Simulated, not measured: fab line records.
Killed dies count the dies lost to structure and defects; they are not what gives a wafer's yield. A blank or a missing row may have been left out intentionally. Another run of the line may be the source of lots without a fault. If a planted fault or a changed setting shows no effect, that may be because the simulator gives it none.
Which tool is to blame? + flow n5_finfet + Sampling: 11 lots, 33 wafers, 5 of 1938 route steps

== WHAT THE GAUGES SHOWED, per wafer ==
N5_BEOL_M6_OCD_MEAS_38.
| lot  | measured     | on     | trench_depth_nm (nm) |
|------|--------------|--------|----------------------|
| L938 | day 10 02:20 | ocd-02 | 92.0 94.2 91.9       |
| L939 | day 10 09:44 | ocd-01 | 95.8 92.6 94.6       |
| L940 | day 10 13:05 | ocd-01 | 93.1 96.1 93.9       |
| L942 | day 11 02:59 | ocd-02 | 95.6 93.2 93.3       |
| L945 | day 12 08:44 | ocd-01 | 95.0 91.6 93.1       |
| L947 | day 12 13:31 | ocd-01 | 95.7 93.5 93.5       |
| L946 | day 12 13:42 | ocd-01 | 97.3 92.3 97.0       |
| L955 | day 14 11:38 | ocd-01 | 92.9 95.4 93.1       |
| L956 | day 14 17:07 | ocd-01 | 95.4 93.9 96.2       |
| L954 | day 14 19:20 | ocd-02 | 91.2 93.5 92.8       |
| L958 | day 15 03:01 | ocd-02 | 94.0 94.9 92.4       |

N5_BEOL_M6_THK_MEAS_53: measures by xrf.
| lot  | measured     | on            | M6_THK (nm)    |
|------|--------------|---------------|----------------|
| L938 | day 10 06:16 | film_metro-02 | 75.9 79.8 76.1 |
| L939 | day 10 13:37 | film_metro-01 | 82.3 78.3 80.8 |
| L940 | day 10 15:52 | film_metro-01 | 79.8 82.2 80.7 |
| L942 | day 11 06:34 | film_metro-02 | 80.7 79.4 80.2 |
| L945 | day 12 11:33 | film_metro-01 | 81.4 77.6 78.7 |
| L947 | day 12 15:49 | film_metro-02 | 81.4 79.1 78.5 |
| L946 | day 12 16:27 | film_metro-02 | 81.7 77.6 81.2 |
| L955 | day 14 14:40 | film_metro-02 | 77.6 82.7 79.5 |
| L956 | day 14 19:46 | film_metro-02 | 81.5 77.0 82.4 |
| L954 | day 14 22:13 | film_metro-01 | 78.0 80.4 78.4 |
| L958 | day 15 05:26 | film_metro-02 | 79.2 79.7 77.5 |

N5_BEOL_M7_THK_MEAS_01.
| lot  | measured     | on            | M7_ILD_THK (nm)   |
|------|--------------|---------------|-------------------|
| L938 | day 10 07:03 | film_metro-02 | 154.0 157.7 157.4 |
| L939 | day 10 14:25 | film_metro-02 | 159.2 158.4 158.3 |
| L940 | day 10 16:38 | film_metro-01 | 154.5 153.7 152.8 |
| L942 | day 11 07:21 | film_metro-01 | 153.0 154.3 154.2 |
| L945 | day 12 12:38 | film_metro-02 | 179.6 181.4 181.0 |
| L947 | day 12 17:39 | film_metro-01 | 176.2 180.3 178.6 |
| L946 | day 12 18:26 | film_metro-01 | 179.1 181.9 183.1 |
| L955 | day 14 15:26 | film_metro-01 | 152.3 155.9 156.0 |
| L956 | day 14 20:49 | film_metro-01 | 153.7 154.6 155.5 |
| L954 | day 14 23:01 | film_metro-02 | 150.7 153.2 154.7 |
| L958 | day 15 06:26 | film_metro-01 | 154.2 156.0 154.0 |

== EACH LOT AND THE TOOL THAT RAN IT (in order: tool; ch and the chambers of the sampled wafers; start) ==
| lot  | N5_BEOL_M6_STRIP_36                | N5_BEOL_M7_CURE_74            |
|------|------------------------------------|-------------------------------|
| L938 | rie_diel-01 ch 2,3, day 10 02:09   | uv_cure-02 ch 1, day 10 06:32 |
| L939 | rie_diel-04 ch 0,2, day 10 09:33   | uv_cure-03 ch 0, day 10 14:04 |
| L940 | rie_diel-01 ch 1,2,3, day 10 12:53 | uv_cure-03 ch 1, day 10 16:12 |
| L942 | rie_diel-01 ch 0,3, day 11 02:48   | uv_cure-02 ch 2, day 11 06:50 |
| L945 | rie_diel-01 ch 0,1,2, day 12 08:32 | uv_cure-03 ch 0, day 12 12:07 |
| L947 | rie_diel-04 ch 0,1,3, day 12 13:20 | uv_cure-03 ch 2, day 12 17:08 |
| L946 | rie_diel-01 ch 1,2,3, day 12 13:30 | uv_cure-03 ch 0, day 12 17:55 |
| L955 | rie_diel-03 ch 0,2,3, day 14 11:26 | uv_cure-02 ch 0, day 14 14:56 |
| L956 | rie_diel-01 ch 0,1,3, day 14 16:55 | uv_cure-02 ch 2, day 14 20:23 |
| L954 | rie_diel-04 ch 1,3, day 14 19:08   | uv_cure-02 ch 0, day 14 22:39 |
| L958 | rie_diel-04 ch 1,2,3, day 15 02:49 | uv_cure-03 ch 0, day 15 05:56 |
- N5_BEOL_M6_STRIP_36: strips in N2/H2.
- N5_BEOL_M7_CURE_74: cures SiCOH lowk, time 240 s.

== WHAT THE TOOLS THEMSELVES READ (means of the sampled wafers that have a number; where no wafer has one, the mark that the record gives instead) ==
N5_BEOL_M6_STRIP_36.
| lot  | tool        | drypump_motor_current_A (A) | oes_product_au (a.u.) | rf_vpp_V (V) | showerhead_plenum_p_Torr (Torr) | throttle_valve_pct (%) |
|------|-------------|-----------------------------|-----------------------|--------------|---------------------------------|------------------------|
| L938 | rie_diel-01 | 6.0                         | 0.72                  | 58.0         | 2.49                            | 23.71                  |
| L939 | rie_diel-04 | 5.5                         | 0.81                  | 60.8         | 2.51                            | 23.51                  |
| L940 | rie_diel-01 | 6.0                         | 0.71                  | 60.2         | 2.48                            | 23.69                  |
| L942 | rie_diel-01 | 6.0                         | 0.79                  | 58.8         | 2.44                            | 23.64                  |
| L945 | rie_diel-01 | 6.1                         | 0.80                  | 58.3         | 2.48                            | 23.46                  |
| L947 | rie_diel-04 | 5.8                         | 0.82                  | 59.6         | 2.60                            | 23.60                  |
| L946 | rie_diel-01 | 6.0                         | 0.78                  | 58.9         | 2.48                            | 23.60                  |
| L955 | rie_diel-03 | 5.5                         | 0.77                  | 57.7         | 2.50                            | 23.89                  |
| L956 | rie_diel-01 | 5.9                         | 0.79                  | 58.3         | 2.45                            | 23.59                  |
| L954 | rie_diel-04 | 6.0                         | 0.80                  | 60.6         | 2.67                            | 23.82                  |
| L958 | rie_diel-04 | 5.8                         | 0.76                  | 60.0         | 2.65                            | 23.83                  |

N5_BEOL_M7_CURE_74.
| lot  | tool       | lamp_power_pct (%) | run_length_s (s) | wafer_temp_C_max |
|------|------------|--------------------|------------------|------------------|
| L938 | uv_cure-02 | 52.24              | 284.9            | 387.7            |
| L939 | uv_cure-03 | 52.32              | 285.9            | 386.4            |
| L940 | uv_cure-03 | 52.26              | 286.2            | 387.8            |
| L942 | uv_cure-02 | 52.31              | 285.7            | 386.4            |
| L945 | uv_cure-03 | -                  | -                | -                |
| L947 | uv_cure-03 | -                  | -                | -                |
| L946 | uv_cure-03 | -                  | -                | -                |
| L955 | uv_cure-02 | 52.25              | 286.0            | 386.6            |
| L956 | uv_cure-02 | 52.31              | 285.7            | 386.4            |
| L954 | uv_cure-02 | 52.33              | 286.1            | 386.7            |
| L958 | uv_cure-03 | 52.37              | 285.8            | 386.8            |

== THE ANSWER, worked out from the rows above alone ==
Rule: the lots themselves supply what counts as usual. The widest of any qualifying gaps counts: lots, ordered by their means at a reading, are off when they make up no more than a third of the lots, leave a main group of 4 or more, and stand apart from it by 3 or more times the standard deviation of that group's means. Not used: any main group whose means are identical at the precision the tables above print for the reading. A lot without any number at a reading at which 4 lots or more have one is off too. All remaining lots with rows at the step are treated as sound. First the gauges in route order, then the tools' own readings, where a lot's mean is used as printed above. The first step at which some lot is off is used, and at that step the reading that is off furthest; a lot without a number counts as furthest.
Off: at N5_BEOL_M7_THK_MEAS_01 (M7_ILD_THK), L945, L947, L946. Mean 154.9 nm and standard deviation 1.7 in the main group.
A tool fits if, at a process step before that reading, it ran every lot that is off, and no sound lot after the first of them. The gauges at N5_BEOL_M7_THK_MEAS_01 aren't tried: what is off there is off at N5_BEOL_M7_CURE_74 too, on other tools, and a gauge's error can't cause that. No candidate that was tried fits.

== WHAT THE SIMULATOR PUT IN ==
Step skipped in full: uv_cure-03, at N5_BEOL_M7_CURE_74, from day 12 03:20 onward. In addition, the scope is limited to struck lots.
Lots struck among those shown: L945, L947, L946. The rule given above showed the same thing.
